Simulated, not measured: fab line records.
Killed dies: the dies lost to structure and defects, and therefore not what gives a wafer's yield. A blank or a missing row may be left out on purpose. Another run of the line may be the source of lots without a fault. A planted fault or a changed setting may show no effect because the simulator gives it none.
fab line records ; flow n5_finfet
record: lots: 9; wafers: 27; last_day: 17
route steps=1938 shown ZERO_LAYER@14 WELL_APT@30 PMOS_HMC_CHANNEL_EPI@73 PASSIVATION@1936
lots untouched by any fault: they come from a run of this same line in which no faults occurred
start_h: the number of hours between the record's first day and the start of the first shown wafer of the lot ; wait_h: hours from the lot's prior step to this one ; " unchanged from the row above ; L1.1+2: several wafers, shown together as one row ; - either no value or no given start ; * or withheld: withheld ; < > ~ a bound
route shown NAME@n: a module of which the file shows steps, and the number in the route of the first ; usual: mean/standard deviation taken from wafers without a fault ; same: alike in all rows ; chamber/n: place in a boat ; sites: each site's reading ; _std_site: standard deviation of those values ; _edge_site: the outer-site mean with the inner-site mean subtracted ; radius_mm: for every site, how far away it sits from the centre of the wafer ; mask NAME#n: copy n ; behind: tool/chamber where the wafer was last shaped ; hold: reason for holding the lot/hours on hold/outcome of the hold ; device: the n, p or np transistor that did not switch ; end of line: at the end of the route, the tests of the same wafers ; where a step has no rows: the recipe by itself ; killed: not the wafer's yield, but the dies lost to structure and defects at the first sort ; map: per-die view of a wafer (x killed, . not killed, _ where there is no die)
set.NAME: the setting as run; set.NAME@STEP: as run at that earlier step ; model.NAME: the simulator's own value behind a step, which no gauge read
steps of the route over a sample of lots; a table a step, a row a wafer
services: the hour from which a tool's chamber was out of use, counted from the record's first day as start_h (under 0 if before that day), plus the number of hours and why
== steps ==
step: N5_ZERO_LAYER_DESCUM_16
recipe: chemistry: O2; time_s: 7.9; source_power_w: 50; bias_power_w: 20; pressure_mtorr: 20; rf_frequency_hz: 2.712e+07; temp_c: 40; o2_flow_sccm: 225
usual: chamber_pressure_mTorr: 20.000/0.017; drypump_motor_current_A: 5.54/0.25; oes_product_au: 0.78/0.083; rf_vpp_V: 243.5/1.2; showerhead_plenum_p_Torr: 2.12/0.069; throttle_valve_pct: 20.40/0.23
lot.wafer;tool;chamber;start_h;wait_h;chamber_pressure_mTorr;drypump_motor_current_A;oes_product_au;rf_hours_counter_h;rf_vpp_V;showerhead_plenum_p_Torr;throttle_valve_pct
L669.1;rie_diel-06;2;24.92;0.2;19.986;5.40;0.76;138;243.9;2.19;20.19
L669.2;rie_diel-06;3;24.92;0.2;20.006;5.87;0.93;20;245.2;2.24;20.04
L669.4;rie_diel-06;1;24.92;0.2;19.991;5.31;0.72;166;242.3;2.09;20.51
L672.1;rie_diel-01;0;42.97;0.3;20.032;5.42;0.79;112;241.2;2.03;20.53
L672.4;rie_diel-01;2;42.97;0.3;19.991;5.76;0.70;192;245.1;2.17;20.81
L672.6;rie_diel-01;0;42.97;0.3;19.994;5.43;0.79;-;241.6;2.03;20.51
L673.4;rie_diel-02;3;48.80;0.0;19.989;5.36;0.80;117;241.6;2.02;20.41
L673.5;rie_diel-02;2;48.80;0.0;19.981;5.81;0.90;-;244.9;2.14;19.92
L673.6;rie_diel-02;1;48.80;0.0;20.025;5.66;0.90;-;242.8;2.05;20.37
L674.3;rie_diel-02;1;55.23;0.5;20.019;5.64;0.89;26;242.4;2.04;20.37
L674.4;rie_diel-02;3;55.23;0.5;19.989;5.35;0.79;118;241.9;2.02;20.42
L674.5;rie_diel-02;2;55.23;0.5;20.000;5.85;0.90;-;243.2;2.14;19.93
L676.2;rie_diel-01;1;66.68;0.0;20.006;5.47;0.71;220;244.2;2.17;20.37
L676.4;rie_diel-01;3;66.68;0.0;19.979;5.15;0.92;21;244.9;2.14;20.63
L676.6;rie_diel-01;0;66.68;0.0;20.032;5.43;0.80;-;241.3;2.02;20.54
L677.1;rie_diel-06;3;72.68;0.0;20.026;5.93;0.90;35;244.2;2.24;20.05
L677.2;rie_diel-06;2;72.68;0.0;20.006;5.40;0.75;152;244.9;2.18;20.20
L677.6;rie_diel-06;2;72.68;0.0;19.990;5.40;0.75;-;243.8;2.18;20.21
L684.1;rie_diel-02;3;114.80;0.0;19.990;5.33;0.78;136;241.7;2.01;20.46
L684.4;rie_diel-02;1;114.80;0.0;20.010;5.67;0.87;42;241.8;2.04;20.40
L684.5;rie_diel-02;1;114.80;0.0;20.041;5.65;0.86;-;242.7;2.04;20.42
L687.1;rie_diel-06;1;132.68;0.0;19.999;5.31;0.69;199;242.9;2.08;20.56
L687.2;rie_diel-06;0;132.68;0.0;20.001;5.81;0.71;212;245.0;2.06;20.53
L687.6;rie_diel-06;1;132.68;0.0;20.057;5.32;0.69;-;243.3;2.08;20.55
L689.1;rie_diel-02;3;145.04;0.4;19.998;5.32;0.77;143;242.0;2.01;20.44
L689.4;rie_diel-02;1;145.04;0.4;20.003;5.65;0.84;51;242.4;2.04;20.42
L689.6;rie_diel-02;1;145.04;0.4;20.003;5.69;0.85;-;243.6;2.04;20.41
step: N5_ZERO_LAYER_ETCH_17
recipe: chemistry: CF4; target: SiO2; target_depth_a: 120; time_s: 13.3; ion_energy_ev: 350; pressure_mtorr: 40; source_w: 450; bias_w: 215; Ar_flow_sccm: 100; cf4_flow_sccm: 100
usual: chamber_pressure_mTorr: 40.00/0.068; drypump_motor_current_A: 5.54/0.25; oes_product_au: 0.79/0.082; rf_vpp_V: 950/3.8; showerhead_plenum_p_Torr: 2.17/0.064; throttle_valve_pct: 15.60/0.26
lot.wafer;tool;chamber;start_h;wait_h;chamber_pressure_mTorr;drypump_motor_current_A;oes_product_au;rf_hours_counter_h;rf_vpp_V;showerhead_plenum_p_Torr;throttle_valve_pct
L669.1;rie_diel-06;2;24.95;0.0;39.96;5.38;0.77;138;954;2.23;15.43
L669.2;rie_diel-06;3;24.95;0.0;40.03;5.90;0.93;20;957;2.28;15.19
L669.4;rie_diel-06;1;24.95;0.0;39.98;5.31;0.73;166;948;2.13;15.72
L672.1;rie_diel-01;0;43.00;0.0;39.98;5.43;0.81;112;944;2.07;15.61
L672.4;rie_diel-01;2;43.00;0.0;39.95;5.78;0.70;192;952;2.22;16.11
L672.6;rie_diel-01;0;43.00;0.0;39.98;5.42;0.80;-;943;2.07;15.62
L673.4;rie_diel-02;3;48.84;0.0;39.96;5.36;0.81;117;944;2.06;15.58
L673.5;rie_diel-02;2;48.84;0.0;40.02;5.83;0.90;-;951;2.17;15.10
L673.6;rie_diel-02;1;48.84;0.0;40.02;5.68;0.93;-;945;2.09;15.50
L674.3;rie_diel-02;1;55.26;0.0;40.06;5.66;0.92;26;945;2.09;15.50
L674.4;rie_diel-02;3;55.26;0.0;40.01;5.33;0.80;118;943;2.06;15.58
L674.5;rie_diel-02;2;55.26;0.0;40.04;5.87;0.90;-;951;2.17;15.11
L676.2;rie_diel-01;1;66.71;0.0;40.04;5.49;0.71;220;952;2.20;15.58
L676.4;rie_diel-01;3;66.71;0.0;40.00;5.17;0.89;21;951;2.18;15.74
L676.6;rie_diel-01;0;66.71;0.0;40.08;5.44;0.79;-;942;2.06;15.63
L677.1;rie_diel-06;3;72.71;0.0;40.01;5.89;0.90;35;956;2.27;15.21
L677.2;rie_diel-06;2;72.71;0.0;40.02;5.43;0.77;152;954;2.23;15.46
L677.6;rie_diel-06;2;72.71;0.0;39.96;5.44;0.76;-;953;2.23;15.45
L684.1;rie_diel-02;3;114.84;0.0;40.00;5.35;0.77;136;944;2.05;15.60
L684.4;rie_diel-02;1;114.84;0.0;40.01;5.65;0.87;42;946;2.08;15.53
L684.5;rie_diel-02;1;114.84;0.0;39.98;5.65;0.88;-;945;2.08;15.52
L687.1;rie_diel-06;1;132.71;0.0;39.94;5.26;0.71;199;949;2.12;15.77
L687.2;rie_diel-06;0;132.71;0.0;40.01;5.78;0.72;212;947;2.14;15.95
L687.6;rie_diel-06;1;132.71;0.0;40.04;5.27;0.71;-;948;2.12;15.78
L689.1;rie_diel-02;3;145.07;0.0;40.00;5.35;0.77;143;943;2.05;15.63
L689.4;rie_diel-02;1;145.07;0.0;40.04;5.64;0.87;51;945;2.08;15.56
L689.6;rie_diel-02;1;145.07;0.0;39.93;5.64;0.86;-;945;2.08;15.54
step: N5_ZERO_LAYER_STRIP_19
recipe: chemistry: SPM; time_s: 900; temp_c: 130; h2so4_h2o2_vol_ratio: 4; dry: ipa_marangoni
lot.wafer;tool;chamber;start_h;wait_h
L669.1+2+4;wet_bench-06;2,0,6;25.22;0.1
L672.1+4+6;wet_bench-01;2,1,7;43.27;0.1
L673.4+5+6;wet_bench-02;1,2,7;49.10;0.0
L674.3+4+5;wet_bench-01;7,1,0;55.53;0.0
L676.2+4+6;wet_bench-01;0,6,1;67.34;0.1
L677.1+2+6;wet_bench-06;1,2,6;72.99;0.1
L684.1+4+5;wet_bench-06;6,4,7;115.10;0.1
L687.1+2+6;wet_bench-06;6,3,7;132.98;0.1
L689.1+4+6;wet_bench-02;6,3,7;145.35;0.1
step: N5_ZERO_LAYER_INSPECT_20
recipe: inspect_instrument: darkfield; mode: post_clean
usual: raw_defect_count: 38/16
lot.wafer;tool;chamber;start_h;wait_h;raw_defect_count
L669.1;defect_inspect-02;-;25.50;0.0;81
L669.2;defect_inspect-02;-;25.50;0.0;32
L669.4;defect_inspect-02;-;25.50;0.0;49
L672.1;defect_inspect-01;-;43.54;0.0;40
L672.4;defect_inspect-01;-;43.54;0.0;27
L672.6;defect_inspect-01;-;43.54;0.0;15
L673.4;defect_inspect-01;-;49.38;0.0;45
L673.5;defect_inspect-01;-;49.38;0.0;41
L673.6;defect_inspect-01;-;49.38;0.0;36
L674.3;defect_inspect-01;-;55.80;0.0;52
L674.4;defect_inspect-01;-;55.80;0.0;32
L674.5;defect_inspect-01;-;55.80;0.0;31
L676.2;defect_inspect-01;-;67.62;0.0;41
L676.4;defect_inspect-01;-;67.62;0.0;52
L676.6;defect_inspect-01;-;67.62;0.0;49
L677.1;defect_inspect-02;-;73.26;0.0;12
L677.2;defect_inspect-02;-;73.26;0.0;21
L677.6;defect_inspect-02;-;73.26;0.0;24
L684.1;defect_inspect-02;-;115.38;0.0;1496
L684.4;defect_inspect-02;-;115.38;0.0;1473
L684.5;defect_inspect-02;-;115.38;0.0;1455
L687.1;defect_inspect-02;-;133.25;0.0;1436
L687.2;defect_inspect-02;-;133.25;0.0;1443
L687.6;defect_inspect-02;-;133.25;0.0;1409
L689.1;defect_inspect-02;-;145.62;0.0;37
L689.4;defect_inspect-02;-;145.62;0.0;42
L689.6;defect_inspect-02;-;145.62;0.0;29
step: N5_WELL_APT_INSPECT_10
recipe: mode: adi; inspect_instrument: macro
usual: raw_defect_count: 2.2/1.6
lot.wafer;tool;chamber;start_h;wait_h;raw_defect_count
L669.1;defect_inspect-02;-;25.86;0.0;5
L669.2;defect_inspect-02;-;25.86;0.0;1
L669.4;defect_inspect-02;-;25.86;0.0;0
L672.1;defect_inspect-01;-;43.90;0.0;2
L672.4;defect_inspect-01;-;43.90;0.0;0
L672.6;defect_inspect-01;-;43.90;0.0;2
L673.4;defect_inspect-02;-;49.74;0.0;3
L673.5;defect_inspect-02;-;49.74;0.0;1
L673.6;defect_inspect-02;-;49.74;0.0;4
L674.3;defect_inspect-02;-;56.16;0.0;3
L674.4;defect_inspect-02;-;56.16;0.0;4
L674.5;defect_inspect-02;-;56.16;0.0;1
L676.2;defect_inspect-02;-;68.10;0.0;4
L676.4;defect_inspect-02;-;68.10;0.0;4
L676.6;defect_inspect-02;-;68.10;0.0;4
L677.1;defect_inspect-02;-;73.62;0.0;5
L677.2;defect_inspect-02;-;73.62;0.0;0
L677.6;defect_inspect-02;-;73.62;0.0;1
L684.1;defect_inspect-02;-;115.73;0.0;>300
L684.4;defect_inspect-02;-;115.73;0.0;>300
L684.5;defect_inspect-02;-;115.73;0.0;>300
L687.1;defect_inspect-01;-;133.74;0.0;>300
L687.2;defect_inspect-01;-;133.74;0.0;>300
L687.6;defect_inspect-01;-;133.74;0.0;>300
L689.1;defect_inspect-01;-;145.98;0.0;0
L689.4;defect_inspect-01;-;145.98;0.0;1
L689.6;defect_inspect-01;-;145.98;0.0;2
step: N5_WELL_APT_INSPECT_38
recipe: inspect_instrument: darkfield; mode: post_epi
usual: raw_defect_count: 13/5.8
lot.wafer;tool;chamber;start_h;wait_h;raw_defect_count
L669.1;defect_inspect-02;-;28.77;0.5;12
L669.2;defect_inspect-02;-;28.77;0.5;16
L669.4;defect_inspect-02;-;28.77;0.5;11
L672.1;defect_inspect-01;-;47.22;0.7;9
L672.4;defect_inspect-01;-;47.22;0.7;8
L672.6;defect_inspect-01;-;47.22;0.7;17
L673.4;defect_inspect-01;-;52.88;0.2;13
L673.5;defect_inspect-01;-;52.88;0.2;16
L673.6;defect_inspect-01;-;52.88;0.2;6
L674.3;defect_inspect-01;-;59.36;0.3;19
L674.4;defect_inspect-01;-;59.36;0.3;11
L674.5;defect_inspect-01;-;59.36;0.3;15
L676.2;defect_inspect-01;-;71.33;0.6;9
L676.4;defect_inspect-01;-;71.33;0.6;14
L676.6;defect_inspect-01;-;71.33;0.6;11
L677.1;defect_inspect-01;-;76.70;0.7;5
L677.2;defect_inspect-01;-;76.70;0.7;14
L677.6;defect_inspect-01;-;76.70;0.7;9
L684.1;defect_inspect-02;-;118.77;0.7;1424
L684.4;defect_inspect-02;-;118.77;0.7;1397
L684.5;defect_inspect-02;-;118.77;0.7;1402
L687.1;defect_inspect-01;-;136.91;0.5;1437
L687.2;defect_inspect-01;-;136.91;0.5;1435
L687.6;defect_inspect-01;-;136.91;0.5;1390
L689.1;defect_inspect-01;-;148.80;0.5;16
L689.4;defect_inspect-01;-;148.80;0.5;16
L689.6;defect_inspect-01;-;148.80;0.5;11
step: N5_PMOS_HMC_CHANNEL_EPI_ETCH_38
recipe: chemistry: CF4; target: SiO2; target_depth_a: 15; ion_energy_ev: 350; pressure_mtorr: 10; icp_w: 800; bias_w: 400; cf4_flow_sccm: 80
usual: chamber_pressure_mTorr: 10.001/0.0092; drypump_motor_current_A: 5.6/0.45; oes_product_au: 0.997/0.019; throttle_valve_pct: 21.80/0.22
lot.wafer;tool;chamber;start_h;wait_h;chamber_pressure_mTorr;drypump_motor_current_A;oes_product_au;rf_hours_counter_h;throttle_valve_pct
L669.1;rie_si-04;3;29.61;0.0;9.998;5.8;0.988;1;21.29
L669.2;rie_si-04;2;29.61;0.0;10.014;5.4;0.997;100;22.02
L669.4;rie_si-04;0;29.61;0.0;9.995;5.2;1.009;140;21.85
L672.1;rie_si-02;2;48.19;0.0;10.025;5.4;1.004;104;21.99
L672.4;rie_si-02;0;48.19;0.0;9.991;5.0;1.035;72;21.73
L672.6;rie_si-02;1;48.19;0.0;9.999;6.4;1.024;-;21.76
L673.4;rie_si-03;3;53.85;0.0;9.984;6.6;0.993;5;21.64
L673.5;rie_si-03;0;53.85;0.0;10.013;5.5;1.011;-;21.61
L673.6;rie_si-03;3;53.85;0.0;10.000;6.6;0.991;-;21.66
L674.3;rie_si-04;3;60.32;0.0;10.008;5.8;0.998;2;21.29
L674.4;rie_si-04;2;60.32;0.0;9.985;5.4;0.996;100;22.01
L674.5;rie_si-04;1;60.32;0.0;10.005;5.5;0.966;-;21.93
L676.2;rie_si-04;1;72.67;0.0;9.999;5.5;0.965;175;21.92
L676.4;rie_si-04;2;72.67;0.0;9.994;5.4;0.988;100;22.01
L676.6;rie_si-04;3;72.67;0.0;10.005;5.8;0.976;-;21.28
L677.1;rie_si-04;2;77.75;0.0;10.025;5.4;0.986;100;21.99
L677.2;rie_si-04;0;77.75;0.0;10.000;5.2;0.996;140;21.85
L677.6;rie_si-04;1;77.75;0.0;10.002;5.5;0.973;-;21.94
L684.1;rie_si-02;3;119.74;0.0;10.006;5.3;0.993;116;21.92
L684.4;rie_si-02;2;119.74;0.0;10.008;5.3;0.997;105;22.00
L684.5;rie_si-02;1;119.74;0.0;9.996;6.4;1.022;-;21.76
L687.1;rie_si-02;3;137.88;0.0;9.994;5.3;0.996;117;21.92
L687.2;rie_si-02;2;137.88;0.0;10.000;5.4;1.009;105;21.99
L687.6;rie_si-02;3;137.88;0.0;9.993;5.3;0.992;-;21.92
L689.1;rie_si-03;2;149.64;0.0;10.007;5.7;0.986;128;21.94
L689.4;rie_si-03;1;149.64;0.0;9.982;6.1;0.998;-;22.01
L689.6;rie_si-03;0;149.64;0.0;10.008;5.5;1.009;-;21.60
step: N5_PASSIVATION_PROBE_49
usual: killed_at_M0_to_M3: 34/11; killed_at_M4_up: 14/5.7; killed_at_contacts: 14/6.9; killed_at_front_end: 40/11; killed_at_other: 4/3.1; killed_dies: 105/17; killed_on_rim: 14/4.1; killed_open: 70/13; killed_short: 34/7.6
same: gross_dies: 1180; killed_at_back_side: 0
lot.wafer;tool;chamber;start_h;wait_h;killed_at_M0_to_M3;killed_at_M4_up;killed_at_contacts;killed_at_front_end;killed_at_other;killed_dies;killed_on_rim;killed_open;killed_short
L672.1;prober-01;-;310.99;0.0;19;11;17;16;11;74;10;52;22
L672.4;prober-01;-;311.14;0.2;36;13;11;36;4;100;16;65;35
L672.6;prober-01;-;311.24;0.3;36;15;11;26;4;92;14;59;33
L677.1;prober-01;-;329.17;0.0;35;11;15;36;0;97;13;67;28
L677.2;prober-01;-;329.22;0.1;35;12;9;18;2;76;10;57;19
L677.6;prober-01;-;329.42;0.3;33;14;9;60;3;119;12;83;31
L676.2;prober-02;-;331.62;0.1;44;17;35;44;6;146;20;118;27
L676.4;prober-02;-;331.72;0.2;33;13;29;40;3;118;18;74;43
L676.6;prober-02;-;331.82;0.3;37;13;11;42;8;111;16;85;26
L684.1;prober-01;-;381.56;0.0;23;5;21;214;1;264;15;66;33
L684.4;prober-01;-;381.71;0.2;25;9;27;111;3;175;31;81;44
L684.5;prober-01;-;381.76;0.2;32;6;17;167;4;226;33;71;36
L687.1;prober-02;-;409.63;0.0;50;7;13;187;6;263;12;67;35
L687.2;prober-02;-;409.68;0.1;44;9;10;181;5;249;32;73;29
L687.6;prober-02;-;409.88;0.3;54;12;10;150;8;234;36;74;38
killed by level:class
L672.1 MOL_CONTACT_COAG:geometric_particle:open=13 BEOL_M3:geometric_particle:open=10 MIM_BOT:geometric_particle:short=6 DUMMY_GATE:geometric_particle:open=4 MOL_CONTACT_COAG:geometric_particle:short=4 STARTING-WAFER:geometric_particle:short=4 BEOL_M0_SAQP:geometric_particle:open=3 BEOL_M2:geometric_particle:open=3
L672.4 BEOL_M0_SAQP:geometric_particle:short=12 BEOL_M3:geometric_particle:open=11 FIN_SAQP:geometric_particle:open=9 MOL_CONTACT_COAG:geometric_particle:open=9 BEOL_M0_SAQP:geometric_particle:open=5 BEOL_M4:geometric_particle:open=4 FIN_SAQP:geometric_particle:short=4 GATE_CUT:geometric_particle:short=4
L672.6 BEOL_M0_SAQP:geometric_particle:open=9 BEOL_M3:geometric_particle:open=9 BEOL_M0_SAQP:geometric_particle:short=7 BEOL_M4:geometric_particle:open=7 MOL_CONTACT_COAG:geometric_particle:open=6 GATE_CUT:geometric_particle:short=5 MOL_CONTACT_COAG:geometric_particle:short=5 BEOL_M2:geometric_particle:open=4
L677.1 STI_FIN_REVEAL:geometric_particle:open=13 BEOL_M3:geometric_particle:open=12 MOL_CONTACT_COAG:geometric_particle:open=11 BEOL_M0:geometric_particle:open=7 GATE_CUT:geometric_particle:short=5 MOL_CONTACT_COAG:geometric_particle:short=4 BEOL_M1:geometric_particle:open=4 FIN_SAQP:geometric_particle:open=3
L677.2 BEOL_M2:geometric_particle:open=15 MOL_CONTACT_COAG:geometric_particle:open=8 FIN_SAQP:geometric_particle:short=6 BEOL_M3:geometric_particle:open=6 BEOL_M0_SAQP:geometric_particle:open=5 BEOL_M4:geometric_particle:open=5 BEOL_M0_SAQP:geometric_particle:short=4 GATE_CUT:geometric_particle:short=3
L677.6 BEOL_M2:geometric_particle:open=16 FIN_SAQP:geometric_particle:open=13 STI_FIN_REVEAL:geometric_particle:open=13 MOL_CONTACT_COAG:geometric_particle:open=8 BEOL_M0_SAQP:geometric_particle:short=6 BEOL_M3:geometric_particle:open=6 STARTING-WAFER:geometric_particle:open=5 GATE_CUT:geometric_particle:open=5
L676.2 MOL_CONTACT_COAG:geometric_particle:open=31 FIN_SAQP:geometric_particle:open=15 BEOL_M1:geometric_particle:open=14 BEOL_M4:geometric_particle:open=10 BEOL_M2:geometric_particle:open=9 BEOL_M3:geometric_particle:open=7 FIN_SAQP:geometric_particle:short=6 DUMMY_GATE:geometric_particle:open=6
L676.4 MOL_CONTACT_COAG:geometric_particle:open=22 BEOL_M2:geometric_particle:open=13 FIN_SAQP:geometric_particle:open=8 MOL_CONTACT_COAG:geometric_particle:short=7 FIN_SAQP:geometric_particle:short=6 DUMMY_GATE:geometric_particle:open=6 BEOL_M0_SAQP:geometric_particle:short=5 BEOL_M4:geometric_particle:open=4
L676.6 BEOL_M2:geometric_particle:open=16 BEOL_M1:geometric_particle:open=11 STI_FIN_REVEAL:geometric_particle:open=9 MOL_CONTACT_COAG:geometric_particle:open=9 DUMMY_GATE:geometric_particle:open=6 FIN_SAQP:geometric_particle:open=5 STI_FIN_REVEAL:geometric_particle:short=5 BEOL_M4:geometric_particle:open=5
L684.1 ZERO_LAYER:unspecified=164 MOL_CONTACT_COAG:geometric_particle:open=17 FIN_SAQP:geometric_particle:short=11 DUMMY_GATE:geometric_particle:open=9 STI_FIN_REVEAL:geometric_particle:open=7 FIN_SAQP:geometric_particle:open=5 BEOL_M0_SAQP:geometric_particle:open=5 GATE_CUT:geometric_particle:short=4
L684.4 ZERO_LAYER:unspecified=50 MOL_CONTACT_COAG:geometric_particle:open=21 FIN_SAQP:geometric_particle:short=16 STI_FIN_REVEAL:geometric_particle:open=12 FIN_SAQP:geometric_particle:open=7 STI_FIN_REVEAL:geometric_particle:short=6 DUMMY_GATE:geometric_particle:open=6 MOL_CONTACT_COAG:geometric_particle:short=6
L684.5 ZERO_LAYER:unspecified=116 STI_FIN_REVEAL:geometric_particle:open=12 MOL_CONTACT_COAG:geometric_particle:open=12 BEOL_M1:geometric_particle:open=9 DUMMY_GATE:geometric_particle:open=7 BEOL_M0_SAQP:geometric_particle:short=7 FIN_SAQP:geometric_particle:open=6 FIN_SAQP:geometric_particle:short=5
L687.1 ZERO_LAYER:unspecified=159 BEOL_M0_SAQP:geometric_particle:open=20 BEOL_M0_SAQP:geometric_particle:short=13 STI_FIN_REVEAL:geometric_particle:open=11 MOL_CONTACT_COAG:geometric_particle:open=9 BEOL_M1:geometric_particle:open=6 FIN_SAQP:geometric_particle:short=4 MOL_CONTACT_COAG:geometric_particle:short=4
L687.2 ZERO_LAYER:unspecified=147 STI_FIN_REVEAL:geometric_particle:open=12 BEOL_M1:geometric_particle:open=12 BEOL_M0_SAQP:geometric_particle:short=8 MOL_CONTACT_COAG:geometric_particle:open=7 BEOL_M0:geometric_particle:open=6 BEOL_M2:geometric_particle:open=6 FIN_SAQP:geometric_particle:short=5
L687.6 ZERO_LAYER:unspecified=122 BEOL_M0_SAQP:geometric_particle:open=22 BEOL_M0_SAQP:geometric_particle:short=12 BEOL_M1:geometric_particle:open=10 MOL_CONTACT_COAG:geometric_particle:open=7 STI_FIN_REVEAL:geometric_particle:open=6 BEOL_M4:geometric_particle:open=5 GATE_CUT:geometric_particle:short=5
== services ==
tool;chamber;start_h;hours;kind
rie_diel-02;2;5.15;1.3;repair
rie_si-02;0;8.62;30.8;repair
rie_si-04;1;10.15;5.6;repair
rie_si-04;3;24.74;1.1;repair
rie_si-03;-;27.32;4.4;repair
wet_bench-01;-;29.64;0.9;repair
rie_si-04;2;54.09;3.4;repair
rie_si-02;2;59.43;29.7;repair
rie_si-02;-;79.32;2.8;pm
rie_diel-06;2;125.43;12.1;repair
rie_si-03;3;142.38;10.6;repair
rie_diel-02;3;142.67;1.8;repair
== key ==
first_sign: step: N5_ZERO_LAYER_INSPECT_20; reading: raw_defect_count; direction: up; sigmas: 87; usual: 38; struck: 1452
effect: step: N5_WELL_APT_INSPECT_10; reading: raw_defect_count; direction: up; sigmas: 99+; usual: 2.2; struck: >300
effect: step: N5_WELL_APT_INSPECT_38; reading: raw_defect_count; direction: up; sigmas: 99+; usual: 13; struck: 1414
effect: step: N5_PASSIVATION_PROBE_49; reading: killed_at_front_end; direction: up; sigmas: 11; usual: 40; struck: 168
more_kills_born_at: N5_ZERO_LAYER_STRIP_19@wet_bench-06: 758
met_at N5_ZERO_LAYER_STRIP_19
struck_lots L684,L687
tester_left_out L684,L687
not_acting_at N5_ZERO_LAYER_DESCUM_16,N5_ZERO_LAYER_ETCH_17,N5_PMOS_HMC_CHANNEL_EPI_ETCH_38
onset_between 72.99 115.10
fault: kind: chamber_particle_source; tool: wet_bench-06; chamber: -; onset_h: 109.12; steps: N5_ZERO_LAYER_STRIP_19; rate_per_visit_cm2: 2.1517; end_h: 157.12
tester_left_out: of these lots the tester's yield and bins aren't shown, on N5 and GAA mostly nor the transistor test; their killed dies are dies lost to structure and defects alone, not to doping, threshold or leakage, so they don't give the yield
